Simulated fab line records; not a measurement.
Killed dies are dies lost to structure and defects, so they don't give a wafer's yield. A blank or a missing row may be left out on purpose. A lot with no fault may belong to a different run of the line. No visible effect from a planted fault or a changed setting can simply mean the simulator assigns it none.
What tool caused it?	flow n5-finfet	Sampling: 22 lots, 66 wafers, 6 of 1938 route steps

WHAT THE GAUGES SHOWED, per wafer
N5_BEOL_M0_SAQP_CD_MEAS_40: target cd 30 nm.
lot	measured	on	cd-nm (nm)
L074	day 7 07:59	cd-sem-01	29.59 29.64 29.65
L075	day 7 09:12	cd-sem-03	29.74 30.26 29.70
L076	day 7 09:32	cd-sem-02	30.32 29.96 30.15
L077	day 7 10:05	cd-sem-03	30.11 30.04 30.36
L078	day 7 09:42	cd-sem-02	29.71 29.56 29.92
L079	day 7 10:29	cd-sem-03	30.29 29.74 29.80
L080	day 7 10:16	cd-sem-02	29.92 30.02 30.06
L082	day 7 13:26	cd-sem-03	29.80 29.97 29.72
L081	day 7 16:02	cd-sem-03	30.01 30.08 30.10
L083	day 8 02:12	cd-sem-02	29.35 30.14 30.17
L084	day 8 03:58	cd-sem-02	30.09 29.76 30.06
L085	day 8 15:43	cd-sem-01	30.00 30.23 30.43
L086	day 8 17:57	cd-sem-01	30.03 30.28 29.72
L087	day 8 23:58	cd-sem-03	29.91 29.92 30.22
L088	day 9 04:17	cd-sem-01	30.01 30.09 29.89
L089	day 9 16:43	cd-sem-01	30.11 29.99 30.09
L090	day 9 18:45	cd-sem-01	30.16 29.99 30.26
L091	day 10 00:34	cd-sem-03	30.27 29.78 29.99
L092	day 10 04:47	cd-sem-01	29.85 29.92 30.04
L093	day 10 12:25	cd-sem-02	29.78 30.02 30.15
L094	day 10 19:16	cd-sem-02	29.59 30.13 30.15
L095	day 11 00:32	cd-sem-01	29.99 29.75 30.52

N5_BEOL_M0_SAQP_OVL_MEAS_41.
lot	measured	on	M0_CUT1_OVL (nm)
L074	day 7 08:02	overlay-02	0.0 -0.9 -0.2
L075	day 7 09:14	overlay-01	0.7 0.9 0.3
L076	day 7 09:34	overlay-02	0.2 1.1 0.6
L077	day 7 10:07	overlay-01	0.4 1.0 0.2
L078	day 7 09:44	overlay-02	-0.5 0.5 -0.7
L079	day 7 10:31	overlay-02	-1.1 -0.6 0.0
L080	day 7 10:17	overlay-01	-0.8 -0.6 -1.0
L082	day 7 13:28	overlay-01	0.6 -0.4 -0.7
L081	day 7 16:04	overlay-01	-0.4 0.5 0.3
L083	day 8 02:15	overlay-01	-0.8 -1.0 -0.3
L084	day 8 04:00	overlay-02	-0.3 0.5 0.1
L085	day 8 15:45	overlay-01	-0.6 0.4 -0.2
L086	day 8 17:59	overlay-02	-0.2 0.1 -0.2
L087	day 9 00:01	overlay-01	0.7 0.5 0.8
L088	day 9 04:19	overlay-02	1.1 0.6 0.6
L089	day 9 16:44	overlay-01	1.4 1.0 1.2
L090	day 9 18:47	overlay-02	-0.4 -0.1 0.2
L091	day 10 00:36	overlay-01	-0.5 0.2 -0.8
L092	day 10 04:49	overlay-02	-0.1 1.6 0.5
L093	day 10 12:28	overlay-02	-0.3 0.2 0.3
L094	day 10 19:18	overlay-01	-0.5 -1.0 0.3
L095	day 11 00:35	overlay-02	-0.6 0.9 -0.2

TOOL THAT RAN EACH LOT (tool first, then ch and the chambers of the sampled wafers, then the start)
lot	N5_MOL_CONTACT_COAG_ETCHBACK_132	N5_MOL_CONTACT_COAG_ETCHBACK_136	N5_BEOL_M0_SAQP_STRIP_108	N5_BEOL_M0_SAQP_SPACER2_ETCHBACK_27
L074	rie-diel-06 ch 0,1,3, day 5 07:00	rie-diel-06 ch 0,2,3, day 5 08:27	rie-diel-05 ch 0,2,3, day 7 05:07	rie-diel-05 ch 0,1,2, day 7 07:29
L075	rie-diel-03 ch 2,3, day 5 08:37	rie-diel-01 ch 0,1,3, day 5 10:01	rie-diel-04 ch 1,2, day 7 05:20	rie-diel-04 ch 0,1,2, day 7 08:34
L076	rie-diel-06 ch 0,1,2, day 5 17:38	rie-diel-06 ch 0,1,3, day 5 19:16	rie-diel-02 ch 0,1, day 7 05:23	rie-diel-04 ch 0,1,2, day 7 08:54
L077	rie-diel-03 ch 2,3, day 5 18:33	rie-diel-03 ch 0,3, day 5 20:05	rie-diel-02 ch 0,2,3, day 7 06:20	rie-diel-05 ch 0,1, day 7 09:28
L078	rie-diel-03 ch 0,3, day 6 01:56	rie-diel-01 ch 1,2,3, day 6 03:19	rie-diel-04 ch 0,1,2, day 7 05:41	rie-diel-02 ch 0,2, day 7 08:58
L079	rie-diel-01 ch 1,2,3, day 6 08:44	rie-diel-01 ch 0,2, day 6 10:22	rie-diel-02 ch 0,1,2, day 7 07:25	rie-diel-05 ch 0,2, day 7 09:58
L080	rie-diel-06 ch 0,1,3, day 6 14:38	rie-diel-01 ch 0,1,2, day 6 16:14	rie-diel-02 ch 1,2,3, day 7 07:04	rie-diel-05 ch 0,2, day 7 09:32
L082	rie-diel-06 ch 0,2,3, day 6 23:49	rie-diel-06 ch 1,2,3, day 7 02:10	rie-diel-04 ch 2,3, day 7 11:50	rie-diel-02 ch 0,2, day 7 12:55
L081	rie-diel-06 ch 0,1, day 7 00:24	rie-diel-06 ch 0,1,2, day 7 02:31	rie-diel-05 ch 0,1, day 7 14:36	rie-diel-02 ch 1,2, day 7 15:32
L083	rie-diel-06 ch 0,3, day 7 13:13	rie-diel-03 ch 0,1, day 7 14:54	rie-diel-02 ch 2,3, day 7 23:46	rie-diel-05 ch 1,2, day 8 01:32
L084	rie-diel-03 ch 0,1,3, day 7 13:18	rie-diel-06 ch 0,2,3, day 7 15:37	rie-diel-05 ch 0,3, day 8 02:41	rie-diel-04 ch 0,1, day 8 03:27
L085	rie-diel-03 ch 1,3, day 8 02:06	rie-diel-06 ch 0,2, day 8 03:34	rie-diel-04 ch 2,3, day 8 13:16	rie-diel-04 ch 0,2,3, day 8 15:12
L086	rie-diel-06 ch 2,3, day 8 02:46	rie-diel-03 ch 0,3, day 8 04:11	rie-diel-02 ch 2,3, day 8 15:51	rie-diel-02 ch 1,3, day 8 17:19
L087	rie-diel-03 ch 0,3, day 8 09:34	rie-diel-06 ch 0,3, day 8 11:34	rie-diel-04 ch 0,2,3, day 8 22:35	rie-diel-04 ch 0,1,2, day 8 23:20
L088	rie-diel-06 ch 0,1,2, day 8 14:49	rie-diel-03 ch 0,1,3, day 8 16:19	rie-diel-04 ch 0,1,3, day 9 02:52	rie-diel-04 ch 0,1,3, day 9 03:39
L089	rie-diel-06 ch 0,2,3, day 9 03:31	rie-diel-01 ch 0,1,2, day 9 04:54	rie-diel-02 ch 0,1,3, day 9 14:52	rie-diel-05 ch 0,1, day 9 15:37
L090	rie-diel-03 ch 0,1,2, day 9 05:16	rie-diel-01 ch 1,2, day 9 07:17	rie-diel-02 ch 0,1,3, day 9 17:29	rie-diel-02 ch 0,1, day 9 18:15
L091	rie-diel-03 ch 0,1, day 9 11:28	rie-diel-03 ch 1,3, day 9 13:17	rie-diel-04 ch 0,1,3, day 9 22:58	rie-diel-02 ch 0,1,3, day 9 23:56
L092	rie-diel-03 ch 0,3, day 9 15:01	rie-diel-03 ch 0,1, day 9 16:46	rie-diel-02 ch 0,3, day 10 03:32	rie-diel-05 ch 1,2,3, day 10 04:17
L093	rie-diel-01 ch 0,1,2, day 9 23:59	rie-diel-01 ch 0,1,2, day 10 01:30	rie-diel-04 ch 0,1,2, day 10 11:06	rie-diel-05 ch 0,1,3, day 10 11:55
L094	rie-diel-01 ch 1,2,3, day 10 05:21	rie-diel-01 ch 0,2,3, day 10 06:50	rie-diel-05 ch 1,2,3, day 10 17:08	rie-diel-02 ch 0,2,3, day 10 18:38
L095	rie-diel-06 ch 0,2,3, day 10 13:01	rie-diel-06 ch 1,2, day 10 14:28	rie-diel-05 ch 0,2,3, day 10 23:16	rie-diel-04 ch 1,2,3, day 11 00:02
- N5_MOL_CONTACT_COAG_ETCHBACK_132: etches SiO2 in CHF3, target depth 10 nm, time 6.7 s.
- N5_MOL_CONTACT_COAG_ETCHBACK_136: etches SiO2 in CHF3, target depth 25 nm, time 16.7 s.
- N5_BEOL_M0_SAQP_STRIP_108: strips in N2/H2.
- N5_BEOL_M0_SAQP_SPACER2_ETCHBACK_27: etches SiO2 in CHF3/O2, target depth 22.5 nm, time 11.25 s.

AS READ BY THE TOOLS THEMSELVES (means over the sampled wafers that have a number; for cases with no such wafer, the mark the record gives instead)
N5_MOL_CONTACT_COAG_ETCHBACK_132.
lot	tool	drypump-motor-current-A (A)	oes_ar_750_au (a.u.)	oes-product-au (a.u.)	rf-vpp-V (V)	showerhead-plenum-p-Torr (Torr)	throttle-valve-pct (%)
L074	rie-diel-06	5.9	0.74	0.73	524	2.34	18.78
L075	rie-diel-03	5.8	0.78	0.78	511	2.37	18.88
L076	rie-diel-06	5.5	0.82	0.83	532	2.36	18.69
L077	rie-diel-03	5.8	0.78	0.77	510	2.36	18.90
L078	rie-diel-03	5.6	0.78	0.78	512	2.37	18.78
L079	rie-diel-01	6.1	0.82	0.81	517	2.33	18.63
L080	rie-diel-06	5.9	0.73	0.73	524	2.34	18.79
L082	rie-diel-06	5.6	0.80	0.80	528	2.36	18.77
L081	rie-diel-06	5.8	0.73	0.73	526	2.34	18.74
L083	rie-diel-06	5.9	0.72	0.71	521	2.34	18.86
L084	rie-diel-03	5.6	0.82	0.82	520	2.37	18.58
L085	rie-diel-03	5.8	0.88	0.89	519	2.41	18.40
L086	rie-diel-06	5.6	0.75	0.76	529	2.37	18.98
L087	rie-diel-03	5.6	0.76	0.76	512	2.36	18.82
L088	rie-diel-06	5.5	0.79	0.79	530	2.35	18.74
L089	rie-diel-06	5.5	0.78	0.78	528	2.36	18.81
L090	rie-diel-03	5.6	0.86	0.86	536	2.42	18.58
L091	rie-diel-03	5.4	0.77	0.77	529	2.32	18.58
L092	rie-diel-03	5.4	0.73	0.73	522	2.32	18.80
L093	rie-diel-01	5.6	0.83	0.82	520	2.34	18.82
L094	rie-diel-01	6.1	0.87	0.87	518	2.32	18.53
L095	rie-diel-06	5.6	0.77	0.78	527	2.35	18.81

N5_MOL_CONTACT_COAG_ETCHBACK_136.
lot	tool	drypump-motor-current-A (A)	oes_ar_750_au (a.u.)	oes-product-au (a.u.)	rf-vpp-V (V)	showerhead-plenum-p-Torr (Torr)	throttle-valve-pct (%)
L074	rie-diel-06	5.5	0.81	0.82	529	2.37	18.76
L075	rie-diel-01	5.7	0.76	0.75	519	2.35	18.77
L076	rie-diel-06	5.8	0.74	0.73	524	2.34	18.79
L077	rie-diel-03	5.6	0.79	0.79	512	2.37	18.78
L078	rie-diel-01	6.1	0.83	0.82	518	2.33	18.63
L079	rie-diel-01	5.5	0.84	0.85	526	2.35	18.85
L080	rie-diel-01	5.6	0.77	0.76	522	2.35	18.93
L082	rie-diel-06	5.5	0.76	0.77	531	2.37	18.91
L081	rie-diel-06	5.5	0.80	0.81	531	2.36	18.70
L083	rie-diel-03	5.4	0.79	0.80	531	2.33	18.55
L084	rie-diel-06	5.6	0.79	0.79	528	2.36	18.79
L085	rie-diel-06	5.2	0.87	0.88	535	2.38	18.71
L086	rie-diel-03	5.4	0.74	0.73	522	2.32	18.78
L087	rie-diel-06	5.9	0.75	0.74	520	2.32	18.68
L088	rie-diel-03	5.6	0.80	0.80	521	2.36	18.60
L089	rie-diel-01	5.7	0.84	0.82	521	2.34	18.82
L090	rie-diel-01	6.1	0.92	0.91	515	2.34	18.58
L091	rie-diel-03	5.8	0.82	0.81	510	2.40	18.66
L092	rie-diel-03	5.4	0.77	0.77	530	2.32	18.57
L093	rie-diel-01	5.7	0.82	0.83	520	2.34	18.83
L094	rie-diel-01	5.5	0.78	0.78	523	2.33	18.76
L095	rie-diel-06	5.5	0.75	0.75	535	2.36	18.87

N5_BEOL_M0_SAQP_STRIP_108.
lot	tool	drypump-motor-current-A (A)	oes-product-au (a.u.)	rf-vpp-V (V)	showerhead-plenum-p-Torr (Torr)	throttle-valve-pct (%)
L074	rie-diel-05	5.86	0.71	121.6	3.29	18.81
L075	rie-diel-04	5.88	0.72	122.1	3.45	19.03
L076	rie-diel-02	5.67	0.70	121.9	3.39	18.81
L077	rie-diel-02	5.50	0.69	122.1	3.33	19.15
L078	rie-diel-04	5.81	0.72	122.2	3.39	19.00
L079	rie-diel-02	5.61	0.70	122.2	3.39	19.03
L080	rie-diel-02	5.69	0.67	121.6	3.41	19.16
L082	rie-diel-04	5.59	0.71	120.7	3.24	19.19
L081	rie-diel-05	5.18	0.83	122.6	3.39	18.70
L083	rie-diel-02	5.62	0.67	121.9	3.41	19.37
L084	rie-diel-05	5.66	0.81	121.7	3.42	18.73
L085	rie-diel-04	5.69	0.69	120.5	3.28	19.17
L086	rie-diel-02	5.56	0.66	121.4	3.35	19.31
L087	rie-diel-04	5.64	0.70	121.7	3.28	19.10
L088	rie-diel-04	5.71	0.72	120.9	3.34	19.03
L089	rie-diel-02	5.55	0.79	120.9	3.32	18.86
L090	rie-diel-02	5.55	0.79	121.5	3.32	18.86
L091	rie-diel-04	5.71	0.72	122.6	3.34	19.05
L092	rie-diel-02	5.38	0.79	121.4	3.24	18.86
L093	rie-diel-04	5.79	0.79	122.0	3.38	18.91
L094	rie-diel-05	5.76	0.83	122.4	3.45	18.75
L095	rie-diel-05	5.85	0.79	122.8	3.41	18.70

N5_BEOL_M0_SAQP_SPACER2_ETCHBACK_27.
lot	tool	drypump-motor-current-A (A)	oes_ar_750_au (a.u.)	oes-product-au (a.u.)	rf-vpp-V (V)	showerhead-plenum-p-Torr (Torr)	throttle-valve-pct (%)
L074	rie-diel-05	5.4	0.79	0.79	525	2.42	18.73
L075	rie-diel-04	5.8	0.71	0.72	529	2.43	19.01
L076	rie-diel-04	5.8	0.71	0.72	529	2.43	19.02
L077	rie-diel-05	5.2	0.78	0.78	529	2.42	18.78
L078	rie-diel-02	5.6	0.70	0.70	529	2.41	18.95
L079	rie-diel-05	5.7	0.75	0.74	521	2.41	18.75
L080	rie-diel-05	5.7	0.75	0.74	521	2.41	18.75
L082	rie-diel-02	5.4	0.71	0.71	530	2.35	18.91
L081	rie-diel-02	5.7	0.68	0.68	528	2.48	18.96
L083	rie-diel-05	5.6	0.79	0.78	518	2.42	18.70
L084	rie-diel-04	5.8	0.72	0.73	531	2.47	18.98
L085	rie-diel-04	5.7	0.70	0.70	529	2.36	19.15
L086	rie-diel-02	5.6	0.67	0.65	525	2.40	19.17
L087	rie-diel-04	5.8	0.70	0.70	528	2.43	19.03
L088	rie-diel-04	5.7	0.71	0.70	531	2.39	19.11
L089	rie-diel-05	5.2	0.76	0.77	529	2.42	18.80
L090	rie-diel-02	5.5	0.69	0.69	527	2.35	18.91
L091	rie-diel-02	5.5	0.77	0.77	526	2.37	18.92
L092	rie-diel-05	5.8	0.84	0.84	526	2.47	18.78
L093	rie-diel-05	5.6	0.83	0.83	531	2.47	18.83
L094	rie-diel-02	5.5	0.86	0.88	528	2.37	18.79
L095	rie-diel-04	5.7	0.77	0.79	527	2.38	18.90

THE ANSWER, worked out from the rows above alone
Rule: the usual values come from the lots themselves. Put in order of their means at a reading, lots are off if they are a third of the lots or fewer, leave a main group of 4 or more, and stand apart from it by a gap of 3 or more times the standard deviation of the main group's means; of several such gaps the widest counts. A main group is skipped when, at the precision printed for the reading in the tables above, its means are all equal. Also off: a lot with no number at a reading for which 4 or more lots have one. Where the step has rows for the other lots, those lots are counted as sound. The gauges are gone through in route order, then the tools' own readings, and for those a lot's mean is taken as printed above. The first step at which some lot is off is used, and at that step the reading that is off furthest; a lot without a number counts as furthest.
Nothing can be told from this: no lot is off at any reading shown.

WHAT THE SIMULATOR PUT IN
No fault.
